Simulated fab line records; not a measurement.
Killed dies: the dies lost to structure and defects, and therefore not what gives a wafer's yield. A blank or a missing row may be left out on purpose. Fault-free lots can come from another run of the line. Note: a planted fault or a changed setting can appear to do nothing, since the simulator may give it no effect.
Which tool was responsible? | flow nand_harc | 72 wafers from 24 lots sampled at 6 of the route's 1159 steps

== WHAT THE GAUGES SHOWED, per wafer ==
The record lacks any reading of a measuring or inspecting step that a usual standard deviation could be used to judge.

== TOOL THAT RAN EACH LOT (tool first, then ch and the chambers of the sampled wafers, then the start) ==
lot  | NHARC_A_STAIRCASE_ETCH_15                     | NHARC_A_STAIRCASE_ETCH_17                     | NHARC_A_STAIRCASE_DESCUM_186       | NHARC_A_STAIRCASE_ETCH_188                    | NHARC_A_STAIRCASE_ETCH_190                    | NHARC_A_STAIRCASE_TRIM_220
L074 | rie_diel-09 ch 1,2,3, day 10 08:19 or earlier | rie_diel-09 ch 0,2, day 10 08:19 or earlier   | rie_diel-10 ch 0,1,3, day 10 08:19 | rie_diel-10 ch 0,2, day 10 14:09 or earlier   | rie_diel-10 ch 0,2,3, day 10 14:09 or earlier | rie_diel-01 ch 0,1, day 10 14:09
L077 | rie_diel-01 ch 2,3, day 11 12:41 or earlier   | rie_diel-01 ch 0,2,3, day 11 12:41 or earlier | rie_diel-10 ch 0,1, day 11 12:41   | rie_diel-10 ch 1,2,3, day 11 16:58 or earlier | rie_diel-10 ch 0,1,2, day 11 16:58 or earlier | rie_diel-10 ch 1,2,3, day 11 16:58
L075 | rie_diel-10 ch 0,2,3, day 11 11:50 or earlier | rie_diel-10 ch 1,2, day 11 11:50 or earlier   | rie_diel-01 ch 2,3, day 11 11:50   | rie_diel-01 ch 0,2,3, day 11 15:56 or earlier | rie_diel-01 ch 0,2,3, day 11 15:56 or earlier | rie_diel-01 ch 0,2,3, day 11 15:56
L076 | rie_diel-09 ch 0,2, day 11 12:26 or earlier   | rie_diel-09 ch 1,2,3, day 11 12:26 or earlier | rie_diel-10 ch 1,3, day 11 12:26   | rie_diel-10 ch 0,3, day 11 16:24 or earlier   | rie_diel-10 ch 0,1, day 11 16:24 or earlier   | rie_diel-01 ch 0,1,3, day 11 16:24
L078 | rie_diel-01 ch 0,2, day 12 01:58 or earlier   | rie_diel-01 ch 0,2,3, day 12 01:58 or earlier | rie_diel-09 ch 1,2, day 12 01:58   | rie_diel-09 ch 0,2,3, day 12 05:46 or earlier | rie_diel-09 ch 0,2, day 12 05:46 or earlier   | rie_diel-10 ch 1,2,3, day 12 05:46
L079 | rie_diel-01 ch 0,2,3, day 12 02:27 or earlier | rie_diel-01 ch 0,2,3, day 12 02:27 or earlier | rie_diel-01 ch 2,3, day 12 02:27   | rie_diel-01 ch 2,3, day 12 06:23 or earlier   | rie_diel-01 ch 2,3, day 12 06:23 or earlier   | rie_diel-09 ch 0,1,3, day 12 06:23
L080 | rie_diel-10 ch 0,2,3, day 12 11:23 or earlier | rie_diel-10 ch 0,3, day 12 11:23 or earlier   | rie_diel-09 ch 0,3, day 12 11:23   | rie_diel-09 ch 0,1, day 12 15:11 or earlier   | rie_diel-09 ch 0,1,2, day 12 15:11 or earlier | rie_diel-09 ch 1,3, day 12 15:11
L081 | rie_diel-01 ch 0,1, day 12 11:58 or earlier   | rie_diel-01 ch 0,1,3, day 12 11:58 or earlier | rie_diel-10 ch 1,3, day 12 11:58   | rie_diel-10 ch 1,3, day 12 15:50 or earlier   | rie_diel-10 ch 0,2,3, day 12 15:50 or earlier | rie_diel-10 ch 0,1,3, day 12 15:50
L082 | rie_diel-01 ch 1,2,3, day 13 02:32 or earlier | rie_diel-01 ch 1,2,3, day 13 02:32 or earlier | rie_diel-10 ch 1,3, day 13 02:32   | rie_diel-10 ch 1,3, day 13 06:50 or earlier   | rie_diel-10 ch 0,1, day 13 06:50 or earlier   | rie_diel-10 ch 0,1,2, day 13 06:50
L083 | rie_diel-01 ch 0,1,2, day 13 11:28 or earlier | rie_diel-01 ch 0,2, day 13 11:28 or earlier   | rie_diel-01 ch 1,2,3, day 13 11:28 | rie_diel-01 ch 0,1, day 13 15:25 or earlier   | rie_diel-01 ch 1,2, day 13 15:25 or earlier   | rie_diel-10 ch 2,3, day 13 15:25
L084 | rie_diel-10 ch 0,1, day 13 11:53 or earlier   | rie_diel-10 ch 0,3, day 13 11:53 or earlier   | rie_diel-10 ch 0,1, day 13 11:53   | rie_diel-10 ch 1,2,3, day 13 15:49 or earlier | rie_diel-10 ch 2,3, day 13 15:49 or earlier   | rie_diel-09 ch 0,1,2, day 13 15:49
L085 | rie_diel-09 ch 0,1,3, day 14 04:10 or earlier | rie_diel-09 ch 0,1,2, day 14 04:10 or earlier | rie_diel-09 ch 0,2,3, day 14 04:10 | rie_diel-09 ch 0,1,2, day 14 09:34 or earlier | rie_diel-09 ch 0,1,2, day 14 09:34 or earlier | rie_diel-09 ch 0,2,3, day 14 09:34
L088 | rie_diel-09 ch 1,2, day 14 12:13 or earlier   | rie_diel-09 ch 0,1,3, day 14 12:13 or earlier | rie_diel-10 ch 0,2,3, day 14 12:13 | rie_diel-10 ch 0,2,3, day 14 16:22 or earlier | rie_diel-10 ch 0,2, day 14 16:22 or earlier   | rie_diel-01 ch 1,3, day 14 16:22
L087 | rie_diel-10 ch 0,2,3, day 14 12:34 or earlier | rie_diel-10 ch 0,1,3, day 14 12:34 or earlier | rie_diel-09 ch 0,1, day 14 12:34   | rie_diel-09 ch 0,1,3, day 14 16:43 or earlier | rie_diel-09 ch 0,1,3, day 14 16:43 or earlier | rie_diel-01 ch 0,2,3, day 14 16:43
L086 | rie_diel-10 ch 1,3, day 14 16:20 or earlier   | rie_diel-10 ch 0,2,3, day 14 16:20 or earlier | rie_diel-01 ch 1,2,3, day 14 16:20 | rie_diel-01 ch 1,3, day 14 20:31 or earlier   | rie_diel-01 ch 0,1,3, day 14 20:31 or earlier | rie_diel-10 ch 1,2,3, day 14 20:31
L092 | rie_diel-09 ch 0,1,2, day 15 00:49 or earlier | rie_diel-09 ch 1,2,3, day 15 00:49 or earlier | rie_diel-01 ch 0,1,2, day 15 00:49 | rie_diel-01 ch 1,2,3, day 15 04:47 or earlier | rie_diel-01 ch 0,1,2, day 15 04:47 or earlier | rie_diel-10 ch 0,2,3, day 15 04:47
L091 | rie_diel-01 ch 1,2,3, day 15 04:44 or earlier | rie_diel-01 ch 1,2,3, day 15 04:44 or earlier | rie_diel-01 ch 1,2, day 15 04:44   | rie_diel-01 ch 0,1, day 15 08:46 or earlier   | rie_diel-01 ch 0,2, day 15 08:46 or earlier   | rie_diel-09 ch 0,3, day 15 08:46
L089 | rie_diel-01 ch 0,1,3, day 15 03:47 or earlier | rie_diel-01 ch 1,2,3, day 15 03:47 or earlier | rie_diel-09 ch 0,2,3, day 15 03:47 | rie_diel-09 ch 0,2, day 15 08:22 or earlier   | rie_diel-09 ch 0,1, day 15 08:22 or earlier   | rie_diel-01 ch 0,1, day 15 08:22
L090 | rie_diel-09 ch 0,1,3, day 15 04:15 or earlier | rie_diel-09 ch 1,2, day 15 04:15 or earlier   | rie_diel-01 ch 1,2,3, day 15 04:15 | rie_diel-01 ch 0,1, day 15 08:06 or earlier   | rie_diel-01 ch 0,1,3, day 15 08:06 or earlier | rie_diel-01 ch 2,3, day 15 08:06
L093 | rie_diel-09 ch 1,2, day 15 23:49 or earlier   | rie_diel-09 ch 0,1,2, day 15 23:49 or earlier | rie_diel-09 ch 0,2,3, day 15 23:49 | rie_diel-09 ch 0,1, day 16 06:31 or earlier   | rie_diel-09 ch 0,3, day 16 06:31 or earlier   | rie_diel-09 ch 0,1, day 16 06:31
L094 | rie_diel-01 ch 1,2,3, day 16 00:04 or earlier | rie_diel-01 ch 0,1,3, day 16 00:04 or earlier | rie_diel-09 ch 0,1,3, day 16 00:04 | rie_diel-09 ch 0,2,3, day 16 06:48 or earlier | rie_diel-09 ch 0,2,3, day 16 06:48 or earlier | rie_diel-01 ch 0,2,3, day 16 06:48
L095 | rie_diel-09 ch 1,2,3, day 16 03:59 or earlier | rie_diel-09 ch 1,2,3, day 16 03:59 or earlier | rie_diel-10 ch 0,2,3, day 16 03:59 | rie_diel-10 ch 1,2,3, day 16 08:19 or earlier | rie_diel-10 ch 0,1,2, day 16 08:19 or earlier | rie_diel-09 ch 0,1,2, day 16 08:19
L097 | rie_diel-10 ch 1,2,3, day 16 12:56 or earlier | rie_diel-10 ch 0,2,3, day 16 12:56 or earlier | rie_diel-01 ch 1,2, day 16 12:56   | rie_diel-01 ch 1,3, day 16 17:26 or earlier   | rie_diel-01 ch 0,1, day 16 17:26 or earlier   | rie_diel-09 ch 0,1, day 16 17:26
L096 | rie_diel-10 ch 1,2,3, day 16 21:58 or earlier | rie_diel-10 ch 0,1,2, day 16 21:58 or earlier | rie_diel-01 ch 0,1,3, day 16 21:58 | rie_diel-01 ch 0,3, day 17 02:21 or earlier   | rie_diel-01 ch 1,2,3, day 17 02:21 or earlier | rie_diel-10 ch 2,3, day 17 02:21
- NHARC_A_STAIRCASE_ETCH_15: etches the open film in C4F8/O2, target depth 100 nm, time 40.5 s.
- NHARC_A_STAIRCASE_ETCH_17: etches the open film in C4F8/O2, target depth 100 nm, time 40.5 s.
- NHARC_A_STAIRCASE_DESCUM_186: chemistry O2, time 3 s.
- NHARC_A_STAIRCASE_ETCH_188: etches the open film in C4F8/O2, target depth 100 nm, time 40.5 s.
- NHARC_A_STAIRCASE_ETCH_190: etches the open film in C4F8/O2, target depth 100 nm, time 40.5 s.
- NHARC_A_STAIRCASE_TRIM_220: chemistry O2, time 211.2 s.

== WHAT THE TOOLS THEMSELVES READ (means of the sampled wafers that have a number; where no wafer has one, the mark that the record gives instead) ==
NHARC_A_STAIRCASE_ETCH_15. Usual: oes_product_au 0.937 a.u., standard deviation 0.012; rf_vpp_V 899 V, standard deviation 5.2.
lot  | tool        | oes_product_au (a.u.) | rf_vpp_V (V) | flag
L074 | rie_diel-09 | 0.936                 | 902          |
L077 | rie_diel-01 | 0.928                 | 895          |
L075 | rie_diel-10 | 0.934                 | 901          |
L076 | rie_diel-09 | 0.935                 | 901          |
L078 | rie_diel-01 | 0.935                 | 896          |
L079 | rie_diel-01 | 0.935                 | 896          |
L080 | rie_diel-10 | 0.938                 | 902          |
L081 | rie_diel-01 | 0.942                 | 900          |
L082 | rie_diel-01 | 0.941                 | 896          |
L083 | rie_diel-01 | 0.949                 | 896          |
L084 | rie_diel-10 | 0.934                 | 897          |
L085 | rie_diel-09 | 0.929                 | 900          |
L088 | rie_diel-09 | 0.944                 | 902          |
L087 | rie_diel-10 | 0.932                 | 901          |
L086 | rie_diel-10 | 0.930                 | 902          |
L092 | rie_diel-09 | 0.934                 | 900          |
L091 | rie_diel-01 | 0.933                 | 895          |
L089 | rie_diel-01 | 0.942                 | 900          |
L090 | rie_diel-09 | 0.922                 | 899          |
L093 | rie_diel-09 | 0.936                 | 901          |
L094 | rie_diel-01 | 0.939                 | 896          |
L095 | rie_diel-09 | 0.936                 | 901          |
L097 | rie_diel-10 | 0.948                 | 902          |
L096 | rie_diel-10 | 0.935                 | 902          |

NHARC_A_STAIRCASE_ETCH_17. Usual: oes_product_au 0.937 a.u., standard deviation 0.014; rf_vpp_V 899 V, standard deviation 5.
lot  | tool        | oes_product_au (a.u.) | rf_vpp_V (V) | flag
L074 | rie_diel-09 | 0.934                 | 902          |
L077 | rie_diel-01 | 0.931                 | 897          |
L075 | rie_diel-10 | 0.943                 | 903          |
L076 | rie_diel-09 | 0.957                 | 902          |
L078 | rie_diel-01 | 0.927                 | 897          |
L079 | rie_diel-01 | 0.936                 | 897          |
L080 | rie_diel-10 | 0.933                 | 902          |
L081 | rie_diel-01 | 0.936                 | 899          |
L082 | rie_diel-01 | 0.940                 | 896          |
L083 | rie_diel-01 | 0.950                 | 896          |
L084 | rie_diel-10 | 0.919                 | 898          |
L085 | rie_diel-09 | 0.938                 | 899          |
L088 | rie_diel-09 | 0.935                 | 899          |
L087 | rie_diel-10 | 0.926                 | 899          |
L086 | rie_diel-10 | 0.928                 | 902          |
L092 | rie_diel-09 | 0.942                 | 901          |
L091 | rie_diel-01 | 0.926                 | 895          |
L089 | rie_diel-01 | 0.929                 | 895          |
L090 | rie_diel-09 | 0.931                 | 902          |
L093 | rie_diel-09 | 0.946                 | 899          |
L094 | rie_diel-01 | 0.952                 | 900          |
L095 | rie_diel-09 | 0.930                 | 901          |
L097 | rie_diel-10 | 0.945                 | 901          |
L096 | rie_diel-10 | 0.946                 | 899          |

NHARC_A_STAIRCASE_DESCUM_186. Usual: drypump_motor_current_A 5.7 A, standard deviation 0.45; oes_product_au 0.996 a.u., standard deviation 0.014; rf_vpp_V 58.0 V, standard deviation 0.92; showerhead_plenum_p_Torr 1.96 Torr, standard deviation 0.081; throttle_valve_pct 11.310 %, standard deviation 0.0093.
lot  | tool        | drypump_motor_current_A (A) | oes_product_au (a.u.) | rf_vpp_V (V) | showerhead_plenum_p_Torr (Torr) | throttle_valve_pct (%) | flag
L074 | rie_diel-10 | 5.6                         | 0.986                 | 58.1         | 1.97                            | 11.315                 |
L077 | rie_diel-10 | 6.0                         | 0.982                 | 58.3         | 1.91                            | 11.313                 |
L075 | rie_diel-01 | 5.9                         | 0.981                 | 57.3         | 1.92                            | 11.308                 |
L076 | rie_diel-10 | 5.3                         | 0.997                 | 58.0         | 2.03                            | 11.319                 |
L078 | rie_diel-09 | 5.8                         | 0.992                 | 58.4         | 1.97                            | 11.304                 |
L079 | rie_diel-01 | 5.8                         | 0.987                 | 57.7         | 1.92                            | 11.313                 |
L080 | rie_diel-09 | 5.4                         | 1.001                 | 57.6         | 2.00                            | 11.315                 |
L081 | rie_diel-10 | 5.5                         | 1.001                 | 57.9         | 1.98                            | 11.306                 |
L082 | rie_diel-10 | 5.3                         | 0.993                 | 59.1         | 2.02                            | 11.317                 |
L083 | rie_diel-01 | 5.8                         | 0.998                 | 56.6         | 1.91                            | 11.303                 |
L084 | rie_diel-10 | 6.0                         | 0.989                 | 57.8         | 1.91                            | 11.317                 |
L085 | rie_diel-09 | 5.6                         | 0.993                 | 58.2         | 2.01                            | 11.302                 |
L088 | rie_diel-10 | 5.9                         | 0.990                 | 57.7         | 2.00                            | 11.307                 |
L087 | rie_diel-09 | 5.8                         | 0.982                 | 57.9         | 1.94                            | 11.305                 |
L086 | rie_diel-01 | 5.9                         | 0.990                 | 58.3         | 1.91                            | 11.319                 |
L092 | rie_diel-01 | 5.7                         | 1.001                 | 58.0         | 1.91                            | 11.313                 |
L091 | rie_diel-01 | 6.0                         | 0.991                 | 56.8         | 1.84                            | 11.308                 |
L089 | rie_diel-09 | 5.6                         | 0.991                 | 57.9         | 2.00                            | 11.315                 |
L090 | rie_diel-01 | 5.8                         | 1.000                 | 58.3         | 1.91                            | 11.316                 |
L093 | rie_diel-09 | 5.6                         | 0.990                 | 58.2         | 2.00                            | 11.311                 |
L094 | rie_diel-09 | 5.6                         | 0.995                 | 58.3         | 1.96                            | 11.311                 |
L095 | rie_diel-10 | 5.9                         | 1.002                 | 59.0         | 2.00                            | 11.315                 |
L097 | rie_diel-01 | 5.9                         | 0.988                 | 58.7         | 1.90                            | 11.308                 |
L096 | rie_diel-01 | 5.6                         | 1.003                 | 57.5         | 1.97                            | 11.314                 |

NHARC_A_STAIRCASE_ETCH_188. Usual: oes_product_au 0.934 a.u., standard deviation 0.016; rf_vpp_V 899 V, standard deviation 5.2.
lot  | tool        | oes_product_au (a.u.) | rf_vpp_V (V) | flag
L074 | rie_diel-10 | 0.933                 | 901          |
L077 | rie_diel-10 | 0.934                 | 903          |
L075 | rie_diel-01 | 0.935                 | 896          |
L076 | rie_diel-10 | 0.945                 | 898          |
L078 | rie_diel-09 | 0.937                 | 902          |
L079 | rie_diel-01 | 0.931                 | 892          |
L080 | rie_diel-09 | 0.940                 | 897          |
L081 | rie_diel-10 | 0.927                 | 900          |
L082 | rie_diel-10 | 0.938                 | 903          |
L083 | rie_diel-01 | 0.960                 | 900          |
L084 | rie_diel-10 | 0.943                 | 902          |
L085 | rie_diel-09 | 0.926                 | 901          |
L088 | rie_diel-10 | 0.926                 | 902          |
L087 | rie_diel-09 | 0.922                 | 899          |
L086 | rie_diel-01 | 0.921                 | 900          |
L092 | rie_diel-01 | 0.925                 | 896          |
L091 | rie_diel-01 | 0.931                 | 900          |
L089 | rie_diel-09 | 0.942                 | 902          |
L090 | rie_diel-01 | 0.940                 | 899          |
L093 | rie_diel-09 | 0.910                 | 898          |
L094 | rie_diel-09 | 0.919                 | 901          |
L095 | rie_diel-10 | 0.948                 | 903          |
L097 | rie_diel-01 | 0.956                 | 899          |
L096 | rie_diel-01 | 0.941                 | 898          |

NHARC_A_STAIRCASE_ETCH_190. Usual: oes_product_au 0.938 a.u., standard deviation 0.015; rf_vpp_V 899 V, standard deviation 5.2.
lot  | tool        | oes_product_au (a.u.) | rf_vpp_V (V) | flag
L074 | rie_diel-10 | 0.919                 | 901          |
L077 | rie_diel-10 | 0.934                 | 899          |
L075 | rie_diel-01 | 0.941                 | 898          |
L076 | rie_diel-10 | 0.936                 | 896          |
L078 | rie_diel-09 | 0.941                 | 903          |
L079 | rie_diel-01 | 0.923                 | 896          |
L080 | rie_diel-09 | 0.940                 | 901          |
L081 | rie_diel-10 | 0.928                 | 901          |
L082 | rie_diel-10 | 0.924                 | 895          |
L083 | rie_diel-01 | 0.950                 | 892          |
L084 | rie_diel-10 | 0.951                 | 905          |
L085 | rie_diel-09 | 0.944                 | 900          |
L088 | rie_diel-10 | 0.934                 | 901          |
L087 | rie_diel-09 | 0.923                 | 899          |
L086 | rie_diel-01 | 0.939                 | 900          |
L092 | rie_diel-01 | 0.930                 | 895          |
L091 | rie_diel-01 | 0.938                 | 892          |
L089 | rie_diel-09 | 0.934                 | 898          |
L090 | rie_diel-01 | 0.954                 | 900          |
L093 | rie_diel-09 | 0.918                 | 900          |
L094 | rie_diel-09 | 0.934                 | 901          |
L095 | rie_diel-10 | 0.955                 | 899          |
L097 | rie_diel-01 | 0.956                 | 899          |
L096 | rie_diel-01 | 0.940                 | 895          |

NHARC_A_STAIRCASE_TRIM_220. Usual: drypump_motor_current_A 5.7 A, standard deviation 0.45; oes_product_au 0.995 a.u., standard deviation 0.014; rf_vpp_V 58.1 V, standard deviation 0.81; showerhead_plenum_p_Torr 3.62 Torr, standard deviation 0.14; throttle_valve_pct 17.036 %, standard deviation 0.0085.
lot  | tool        | drypump_motor_current_A (A) | oes_product_au (a.u.) | rf_vpp_V (V) | showerhead_plenum_p_Torr (Torr) | throttle_valve_pct (%) | flag
L074 | rie_diel-01 | 5.4                         | 1.002                 | 58.7         | 3.67                            | 17.035                 |
L077 | rie_diel-10 | 5.8                         | 1.000                 | 57.6         | 3.72                            | 17.029                 |
L075 | rie_diel-01 | 5.7                         | 0.991                 | 57.7         | 3.54                            | 17.035                 |
L076 | rie_diel-01 | 5.5                         | 1.003                 | 58.2         | 3.65                            | 17.034                 |
L078 | rie_diel-10 | 5.8                         | 0.999                 | 57.8         | 3.72                            | 17.041                 |
L079 | rie_diel-09 | 5.6                         | 0.994                 | 58.2         | 3.63                            | 17.036                 |
L080 | rie_diel-09 | 5.3                         | 1.009                 | 57.6         | 3.65                            | 17.036                 |
L081 | rie_diel-10 | 5.6                         | 0.983                 | 57.7         | 3.61                            | 17.039                 |
L082 | rie_diel-10 | 6.2                         | 0.983                 | 57.8         | 3.61                            | 17.041                 |
L083 | rie_diel-10 | 5.5                         | 0.990                 | 58.2         | 3.78                            | 17.036                 |
L084 | rie_diel-09 | 5.8                         | 0.991                 | 57.8         | 3.65                            | 17.028                 |
L085 | rie_diel-09 | 5.6                         | 0.992                 | 58.1         | 3.69                            | 17.033                 |
L088 | rie_diel-01 | 5.7                         | 1.000                 | 58.4         | 3.63                            | 17.033                 |
L087 | rie_diel-01 | 5.7                         | 1.000                 | 57.6         | 3.53                            | 17.037                 |
L086 | rie_diel-10 | 5.8                         | 0.989                 | 57.5         | 3.70                            | 17.031                 |
L092 | rie_diel-10 | 5.9                         | 0.991                 | 58.1         | 3.67                            | 17.040                 |
L091 | rie_diel-09 | 5.6                         | 0.990                 | 58.3         | 3.63                            | 17.035                 |
L089 | rie_diel-01 | 5.5                         | 1.001                 | 57.7         | 3.63                            | 17.030                 |
L090 | rie_diel-01 | 5.8                         | 1.008                 | 58.1         | 3.52                            | 17.038                 |
L093 | rie_diel-09 | 5.9                         | 0.983                 | 57.6         | 3.57                            | 17.033                 |
L094 | rie_diel-01 | 5.7                         | 1.007                 | 57.3         | 3.52                            | 17.041                 |
L095 | rie_diel-09 | 5.8                         | 0.994                 | 57.5         | 3.63                            | 17.041                 |
L097 | rie_diel-09 | 5.8                         | 0.972                 | 58.8         | 3.57                            | 17.035                 |
L096 | rie_diel-10 | 5.5                         | 0.994                 | 59.0         | 3.76                            | 17.037                 |

== THE ANSWER, worked out from the rows above alone ==
Rule: a lot is off if the mean of its wafers that have a number lies more than 3 standard deviations from the usual mean. A lot without any number at a reading at which 4 lots or more have one is off too. The other lots that the step has rows for count as sound. Order of review: gauges by route order, followed by the tools' own readings, for which a lot's mean as printed above is used. At the first step where some lot is off, the reading lying furthest off is the one used; lots without a number count as furthest.
No lot is off on any of the readings shown, so nothing can be concluded from this.

== WHAT WAS PUT IN BY THE SIMULATOR ==
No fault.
